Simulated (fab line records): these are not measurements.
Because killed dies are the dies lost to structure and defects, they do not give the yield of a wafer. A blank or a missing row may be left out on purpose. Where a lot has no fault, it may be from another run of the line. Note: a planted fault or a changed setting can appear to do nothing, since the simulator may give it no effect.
Which tool is to blame?    flow n5 finfet    19 lots with 57 wafers sampled at 6 steps, on a route of 1938 steps

WHAT THE GAUGES READ, wafer by wafer
The record holds no reading of a measuring or inspecting step that can be judged against a usual standard deviation.

WHICH TOOL RAN EACH LOT (tool, then ch and the chambers of the sampled wafers, then the start)
lot   N5_BEOL_M9_DESCUM_33                N5_BEOL_M9_ETCH_66                  N5_BEOL_M9_ETCH_41                             N5_BEOL_M10_STRIP_19                N5_BEOL_M10_DESCUM_33               N5_BEOL_M10_TRENCH_ETCH_37
L074  rie diel-05 ch 2,3, day 10 04:26    rie diel-05 ch 2,3, day 10 04:31    rie diel-05 ch 2,3, day 10 12:28 or earlier    rie diel-06 ch 1,2, day 10 12:28    rie diel-04 ch 0,1,3, day 10 13:17  rie diel-04 ch 0,1,3, no start
L075  rie diel-05 ch 2,3, day 10 11:13    rie diel-05 ch 2,3, day 10 11:18    rie diel-05 ch 2,3, day 10 19:01 or earlier    rie diel-06 ch 0,2,3, day 10 19:01  rie diel-04 ch 1,3, day 10 21:33    rie diel-04 ch 1,3, no start
L076  rie diel-01 ch 1,2,3, day 11 13:18  rie diel-01 ch 1,2,3, day 11 13:23  rie diel-01 ch 1,2,3, day 11 19:19 or earlier  rie diel-02 ch 2,3, day 11 19:19    rie diel-02 ch 1,3, day 11 20:35    rie diel-02 ch 1,3, no start
L078  rie diel-05 ch 1,2,3, day 11 13:28  rie diel-05 ch 1,2,3, day 11 13:32  rie diel-05 ch 1,2,3, day 11 19:40 or earlier  rie diel-02 ch 1,2,3, day 11 19:40  rie diel-04 ch 2,3, day 11 20:28    rie diel-04 ch 2,3, no start
L081  rie diel-01 ch 0,1,2, day 11 17:20  rie diel-01 ch 0,1,2, day 11 17:25  rie diel-01 ch 0,1,2, day 12 00:20 or earlier  rie diel-02 ch 0,1,2, day 12 00:20  rie diel-02 ch 0,1,2, day 12 02:35  rie diel-02 ch 0,1,2, no start
L079  rie diel-01 ch 2,3, day 11 20:45    rie diel-01 ch 2,3, day 11 20:50    rie diel-01 ch 2,3, day 12 04:20 or earlier    rie diel-04 ch 1,2,3, day 12 04:20  rie diel-02 ch 1,2, day 12 07:17    rie diel-02 ch 1,2, no start
L080  rie diel-01 ch 0,1,2, day 11 22:58  rie diel-01 ch 0,1,2, day 11 23:03  rie diel-01 ch 0,1,2, day 12 05:51 or earlier  rie diel-02 ch 0,1,2, day 12 05:51  rie diel-04 ch 0,2,3, day 12 06:45  rie diel-04 ch 0,2,3, no start
L082  rie diel-03 ch 1,2,3, day 12 02:55  rie diel-03 ch 1,2,3, day 12 02:59  rie diel-03 ch 1,2,3, day 12 08:55 or earlier  rie diel-02 ch 1,2,3, day 12 08:55  rie diel-04 ch 1,2,3, day 12 09:33  rie diel-04 ch 1,2,3, no start
L083  rie diel-01 ch 0,1, day 12 06:46    rie diel-01 ch 0,1, day 12 06:50    rie diel-01 ch 0,1, day 12 12:38 or earlier    rie diel-02 ch 1,2, day 12 12:38    rie diel-04 ch 0,2,3, day 12 13:12  rie diel-04 ch 0,2,3, no start
L085  rie diel-05 ch 0,1,3, day 12 21:10  rie diel-05 ch 0,1,3, day 12 21:15  rie diel-05 ch 0,1,3, day 13 03:42 or earlier  rie diel-04 ch 0,2, day 13 03:42    rie diel-04 ch 0,1, day 13 04:17    rie diel-04 ch 0,1, no start
L086  rie diel-05 ch 1,3, day 13 08:04    rie diel-05 ch 1,3, day 13 08:08    rie diel-05 ch 1,3, day 13 13:53 or earlier    rie diel-04 ch 0,1,3, day 13 13:53  rie diel-06 ch 0,2,3, day 13 14:37  rie diel-06 ch 0,2,3, no start
L088  rie diel-01 ch 0,1,3, day 13 20:25  rie diel-01 ch 0,1,3, day 13 20:30  rie diel-01 ch 0,1,3, day 14 02:12 or earlier  rie diel-04 ch 0,1,3, day 14 02:12  rie diel-02 ch 1,2,3, day 14 03:04  rie diel-02 ch 1,2,3, no start
L089  rie diel-03 ch 0,2,3, day 14 04:34  rie diel-03 ch 0,2,3, day 14 04:38  rie diel-03 ch 0,2,3, day 14 09:56 or earlier  rie diel-02 ch 0,2, day 14 09:56    rie diel-02 ch 1,3, day 14 13:18    rie diel-02 ch 1,3, no start
L091  rie diel-01 ch 0,3, day 14 04:57    rie diel-01 ch 0,3, day 14 05:02    rie diel-01 ch 0,3, day 14 14:46 or earlier    rie diel-06 ch 1,2,3, day 14 14:46  rie diel-02 ch 0,2,3, day 14 15:25  rie diel-02 ch 0,2,3, no start
L093  rie diel-05 ch 1,2,3, day 14 15:39  rie diel-05 ch 1,2,3, day 14 15:44  rie diel-05 ch 1,2,3, day 15 00:01 or earlier  rie diel-04 ch 1,2,3, day 15 00:01  rie diel-04 ch 0,1,2, day 15 01:30  rie diel-04 ch 0,1,2, no start
L092  rie diel-03 ch 0,1,2, day 14 15:50  rie diel-03 ch 0,1,2, day 14 15:55  rie diel-03 ch 0,1,2, day 15 00:03 or earlier  rie diel-04 ch 0,1,3, day 15 00:03  rie diel-02 ch 0,1,3, day 15 01:50  rie diel-02 ch 0,1,3, no start
L094  rie diel-05 ch 0,3, day 15 01:43    rie diel-05 ch 0,3, day 15 01:47    rie diel-05 ch 0,3, day 15 09:53 or earlier    rie diel-06 ch 0,2, day 15 09:53    rie diel-02 ch 0,1,2, day 15 10:31  rie diel-02 ch 0,1,2, no start
L095  rie diel-01 ch 2,3, day 15 19:53    rie diel-01 ch 2,3, day 15 19:58    rie diel-01 ch 2,3, day 16 03:37 or earlier    rie diel-06 ch 1,2,3, day 16 03:37  rie diel-06 ch 2,3, day 16 04:04    rie diel-06 ch 2,3, no start
L097  rie diel-01 ch 0,2, day 16 03:14    rie diel-01 ch 0,2, day 16 03:19    rie diel-01 ch 0,2, day 16 09:25 or earlier    rie diel-02 ch 1,2,3, day 16 09:25  rie diel-02 ch 2,3, day 16 11:11    rie diel-02 ch 2,3, no start
- N5_BEOL_M9_DESCUM_33: chemistry O2, time 7 s.
- N5_BEOL_M9_ETCH_66: etches SOC in N2/H2, target depth 80 nm, overetch 16 nm, time 120 s.
- N5_BEOL_M9_ETCH_41: etches SiCN in CH3F/O2, target depth 36.6 nm, time 70.1 s.
- N5_BEOL_M10_STRIP_19: strips in O2.
- N5_BEOL_M10_DESCUM_33: chemistry O2, time 7.9 s.
- N5_BEOL_M10_TRENCH_ETCH_37: etches SiCOH lowk in C4F6/O2, target depth 148.83 nm, time 48 s.

AS READ BY THE TOOLS THEMSELVES (means over the sampled wafers that have a number; for cases with no such wafer, the mark the record gives instead)
N5_BEOL_M9_DESCUM_33. Usual: drypump motor current A 5.6 A, standard deviation 0.44; oes product au 0.81 a.u., standard deviation 0.072; rf vpp V 242.8 V, standard deviation 1.2; showerhead plenum p Torr 2.07 Torr, standard deviation 0.057; throttle valve pct 20.34 %, standard deviation 0.23.
lot   tool         drypump motor current A (A)  oes product au (a.u.)  rf vpp V (V)  showerhead plenum p Torr (Torr)  throttle valve pct (%)  flag
L074  rie diel-05  5.3                          0.80                   242.5         2.07                             20.55                   
L075  rie diel-05  5.3                          0.79                   242.6         2.07                             20.54                   
L076  rie diel-01  5.5                          0.85                   243.6         2.08                             20.23                   
L078  rie diel-05  5.6                          0.85                   243.4         2.11                             20.41                   
L081  rie diel-01  5.4                          0.86                   242.2         2.04                             20.16                   
L079  rie diel-01  5.5                          0.86                   243.6         2.07                             20.33                   
L080  rie diel-01  5.4                          0.86                   242.0         2.04                             20.18                   
L082  rie diel-03  6.3                          0.78                   243.6         2.12                             20.33                   
L083  rie diel-01  5.5                          0.85                   242.6         2.04                             20.11                   
L085  rie diel-05  5.6                          0.79                   242.6         2.10                             20.44                   
L086  rie diel-05  5.9                          0.88                   244.8         2.15                             20.27                   
L088  rie diel-01  5.6                          0.82                   242.7         2.06                             20.21                   
L089  rie diel-03  6.1                          0.79                   243.9         2.13                             20.38                   
L091  rie diel-01  5.7                          0.82                   243.0         2.05                             20.23                   
L093  rie diel-05  5.6                          0.81                   243.6         2.10                             20.45                   
L092  rie diel-03  6.2                          0.75                   243.0         2.08                             20.37                   
L094  rie diel-05  5.3                          0.69                   243.0         2.05                             20.64                   
L095  rie diel-01  5.5                          0.83                   242.6         2.06                             20.37                   
L097  rie diel-01  5.3                          0.84                   241.7         2.03                             20.30                   

N5_BEOL_M9_ETCH_66. Usual: drypump motor current A 5.6 A, standard deviation 0.44; oes product au 0.62 a.u., standard deviation 0.048; rf vpp V 523.2 V, standard deviation 2.1; showerhead plenum p Torr 2.51 Torr, standard deviation 0.073; throttle valve pct 17.65 %, standard deviation 0.29.
lot   tool         drypump motor current A (A)  oes product au (a.u.)  rf vpp V (V)  showerhead plenum p Torr (Torr)  throttle valve pct (%)  flag
L074  rie diel-05  5.3                          0.61                   523.4         2.51                             17.86                   
L075  rie diel-05  5.3                          0.61                   524.3         2.51                             17.88                   
L076  rie diel-01  5.6                          0.65                   523.2         2.49                             17.43                   
L078  rie diel-05  5.6                          0.65                   524.2         2.56                             17.71                   
L081  rie diel-01  5.4                          0.65                   521.8         2.46                             17.37                   
L079  rie diel-01  5.6                          0.65                   523.4         2.48                             17.43                   
L080  rie diel-01  5.4                          0.64                   522.8         2.46                             17.39                   
L082  rie diel-03  6.3                          0.60                   524.5         2.59                             17.70                   
L083  rie diel-01  5.5                          0.64                   522.0         2.46                             17.49                   
L085  rie diel-05  5.6                          0.60                   523.8         2.55                             17.78                   
L086  rie diel-05  5.9                          0.66                   525.8         2.59                             17.55                   
L088  rie diel-01  5.6                          0.62                   523.0         2.49                             17.54                   
L089  rie diel-03  6.1                          0.60                   526.1         2.60                             17.82                   
L091  rie diel-01  5.7                          0.63                   522.4         2.49                             17.65                   
L093  rie diel-05  5.6                          0.62                   524.1         2.54                             17.75                   
L092  rie diel-03  6.1                          0.58                   523.4         2.54                             17.87                   
L094  rie diel-05  5.3                          0.53                   521.6         2.48                             18.04                   
L095  rie diel-01  5.5                          0.63                   522.7         2.47                             17.49                   
L097  rie diel-01  5.3                          0.63                   521.4         2.44                             17.46                   

N5_BEOL_M9_ETCH_41. Usual: drypump motor current A 5.6 A, standard deviation 0.44; oes product au 0.80 a.u., standard deviation 0.071; rf vpp V 296.9 V, standard deviation 1.4; showerhead plenum p Torr 1.98 Torr, standard deviation 0.061; throttle valve pct 16.24 %, standard deviation 0.22.
lot   tool         drypump motor current A (A)  oes product au (a.u.)  rf vpp V (V)  showerhead plenum p Torr (Torr)  throttle valve pct (%)  flag
L074  rie diel-05  5.3                          0.79                   297.5         1.97                             16.38                   
L075  rie diel-05  5.3                          0.79                   297.3         1.97                             16.38                   
L076  rie diel-01  5.6                          0.85                   296.6         1.99                             16.14                   
L078  rie diel-05  5.6                          0.84                   298.1         2.02                             16.27                   
L081  rie diel-01  5.4                          0.86                   296.2         1.96                             16.06                   
L079  rie diel-01  5.5                          0.86                   297.0         1.98                             16.16                   
L080  rie diel-01  5.4                          0.85                   296.6         1.96                             16.07                   
L082  rie diel-03  6.3                          0.78                   298.0         2.03                             16.28                   
L083  rie diel-01  5.5                          0.86                   297.2         1.96                             16.11                   
L085  rie diel-05  5.6                          0.77                   296.9         2.01                             16.31                   
L086  rie diel-05  5.9                          0.86                   298.1         2.06                             16.17                   
L088  rie diel-01  5.7                          0.82                   297.0         1.99                             16.22                   
L089  rie diel-03  6.1                          0.79                   297.6         2.05                             16.28                   
L091  rie diel-01  5.7                          0.84                   296.9         1.98                             16.27                   
L093  rie diel-05  5.6                          0.80                   297.3         2.01                             16.32                   
L092  rie diel-03  6.1                          0.75                   296.6         1.99                             16.33                   
L094  rie diel-05  5.3                          0.68                   296.6         1.95                             16.48                   
L095  rie diel-01  5.5                          0.82                   296.8         1.97                             16.21                   
L097  rie diel-01  5.4                          0.83                   295.7         1.94                             16.12                   

N5_BEOL_M10_STRIP_19. Usual: drypump motor current A 6.0 A, standard deviation 0.46; oes product au 0.82 a.u., standard deviation 0.094; rf vpp V 3.6 V, standard deviation 0.63; showerhead plenum p Torr 2.10 Torr, standard deviation 0.071; throttle valve pct 16.58 %, standard deviation 0.19.
lot   tool         drypump motor current A (A)  oes product au (a.u.)  rf vpp V (V)  showerhead plenum p Torr (Torr)  throttle valve pct (%)  flag
L074  rie diel-06  5.2                          0.73                   3.8           2.07                             16.73                   
L075  rie diel-06  5.9                          0.73                   3.7           2.12                             16.66                   
L076  rie diel-02  6.5                          0.97                   3.4           2.04                             16.50                   
L078  rie diel-02  6.3                          0.93                   3.4           2.07                             16.53                   
L081  rie diel-02  6.0                          0.82                   3.5           2.06                             16.57                   
L079  rie diel-04  5.9                          0.87                   3.7           2.18                             16.38                   
L080  rie diel-02  6.0                          0.81                   2.5           2.06                             16.58                   
L082  rie diel-02  6.4                          0.90                   3.5           2.07                             16.54                   
L083  rie diel-02  6.1                          0.85                   3.0           2.10                             16.58                   
L085  rie diel-04  5.9                          0.80                   3.5           2.19                             16.73                   
L086  rie diel-04  5.9                          0.87                   3.6           2.19                             16.45                   
L088  rie diel-04  5.8                          0.86                   3.7           2.18                             16.46                   
L089  rie diel-02  5.8                          0.76                   3.5           2.01                             16.64                   
L091  rie diel-06  5.7                          0.81                   3.7           2.09                             16.60                   
L093  rie diel-04  5.9                          0.84                   3.9           2.17                             16.41                   
L092  rie diel-04  5.8                          0.85                   3.5           2.18                             16.48                   
L094  rie diel-06  5.4                          0.87                   3.2           2.07                             16.48                   
L095  rie diel-06  5.7                          0.80                   3.6           2.09                             16.61                   
L097  rie diel-02  6.3                          0.84                   4.2           2.06                             16.60                   

N5_BEOL_M10_DESCUM_33. Usual: drypump motor current A 6.0 A, standard deviation 0.41; oes product au 0.84 a.u., standard deviation 0.09; rf vpp V 243.5 V, standard deviation 1.5; showerhead plenum p Torr 2.11 Torr, standard deviation 0.078; throttle valve pct 20.31 %, standard deviation 0.21.
lot   tool         drypump motor current A (A)  oes product au (a.u.)  rf vpp V (V)  showerhead plenum p Torr (Torr)  throttle valve pct (%)  flag
L074  rie diel-04  5.8                          0.92                   244.3         2.19                             20.17                   
L075  rie diel-04  5.8                          0.94                   243.7         2.17                             20.03                   
L076  rie diel-02  6.6                          0.92                   242.6         2.07                             20.40                   
L078  rie diel-04  5.9                          0.84                   244.5         2.20                             20.17                   
L081  rie diel-02  6.0                          0.82                   241.9         2.06                             20.35                   
L079  rie diel-02  6.0                          0.90                   243.3         2.07                             20.25                   
L080  rie diel-04  5.9                          0.85                   245.0         2.21                             20.25                   
L082  rie diel-04  5.8                          0.87                   245.1         2.18                             20.12                   
L083  rie diel-04  5.9                          0.85                   244.8         2.21                             20.26                   
L085  rie diel-04  5.9                          0.86                   243.5         2.14                             20.31                   
L086  rie diel-06  5.9                          0.81                   243.2         2.11                             20.35                   
L088  rie diel-02  6.3                          0.87                   243.9         2.06                             20.35                   
L089  rie diel-02  6.6                          0.86                   243.0         2.06                             20.44                   
L091  rie diel-02  6.2                          0.82                   241.9         2.02                             20.35                   
L093  rie diel-04  5.9                          0.80                   244.3         2.16                             20.41                   
L092  rie diel-02  6.3                          0.78                   242.6         2.04                             20.47                   
L094  rie diel-02  6.0                          0.78                   242.5         2.05                             20.40                   
L095  rie diel-06  5.4                          0.86                   242.5         2.10                             20.39                   
L097  rie diel-02  6.5                          0.87                   242.0         2.02                             20.34                   

N5_BEOL_M10_TRENCH_ETCH_37. Usual: drypump motor current A 6.0 A, standard deviation 0.41; oes_ar_750_au 0.83 a.u., standard deviation 0.082; oes product au 0.83 a.u., standard deviation 0.088; rf vpp V 661 V, standard deviation 14; showerhead plenum p Torr 2.87 Torr, standard deviation 0.1; throttle valve pct 20.82 %, standard deviation 0.21.
lot   tool         drypump motor current A (A)  oes_ar_750_au (a.u.)  oes product au (a.u.)  rf vpp V (V)  showerhead plenum p Torr (Torr)  throttle valve pct (%)  flag
L074  rie diel-04  5.8                          0.90                  0.91                   662           2.97                             20.68                   
L075  rie diel-04  5.9                          0.91                  0.93                   664           2.96                             20.63                   
L076  rie diel-02  6.6                          0.89                  0.90                   670           2.83                             21.04                   
L078  rie diel-04  5.9                          0.85                  0.85                   655           2.99                             20.70                   
L081  rie diel-02  6.0                          0.82                  0.82                   653           2.80                             20.85                   
L079  rie diel-02  6.0                          0.89                  0.90                   655           2.85                             20.93                   
L080  rie diel-04  5.9                          0.86                  0.85                   657           2.98                             20.70                   
L082  rie diel-04  5.8                          0.86                  0.86                   659           2.97                             20.68                   
L083  rie diel-04  5.9                          0.85                  0.84                   657           2.98                             20.71                   
L085  rie diel-04  5.9                          0.84                  0.85                   666           2.92                             20.86                   
L086  rie diel-06  5.9                          0.82                  0.81                   665           2.86                             20.75                   
L088  rie diel-02  6.3                          0.86                  0.86                   663           2.83                             21.03                   
L089  rie diel-02  6.6                          0.84                  0.85                   670           2.82                             21.08                   
L091  rie diel-02  6.2                          0.81                  0.82                   669           2.76                             20.86                   
L093  rie diel-04  5.9                          0.80                  0.80                   662           2.93                             20.89                   
L092  rie diel-02  6.3                          0.77                  0.78                   661           2.78                             20.94                   
L094  rie diel-02  6.0                          0.78                  0.78                   652           2.79                             20.90                   
L095  rie diel-06  5.4                          0.85                  0.85                   657           2.83                             20.73                   
L097  rie diel-02  6.5                          0.85                  0.86                   680           2.79                             21.01                   

THE ANSWER, worked out from the rows above alone
Rule: a lot counts as off when the mean over its wafers that have a number is more than 3 standard deviations away from the usual mean. Also off: a lot with no number at a reading for which 4 or more lots have one. The other lots that the step has rows for count as sound. After the gauges, taken in route order, come the tools' own readings; for these a lot's mean is taken, as printed above. At the first step where some lot is off, the reading lying furthest off is the one used; lots without a number count as furthest.
No lot is off on any of the readings shown, so nothing can be concluded from this.

WHAT WAS PUT IN BY THE SIMULATOR
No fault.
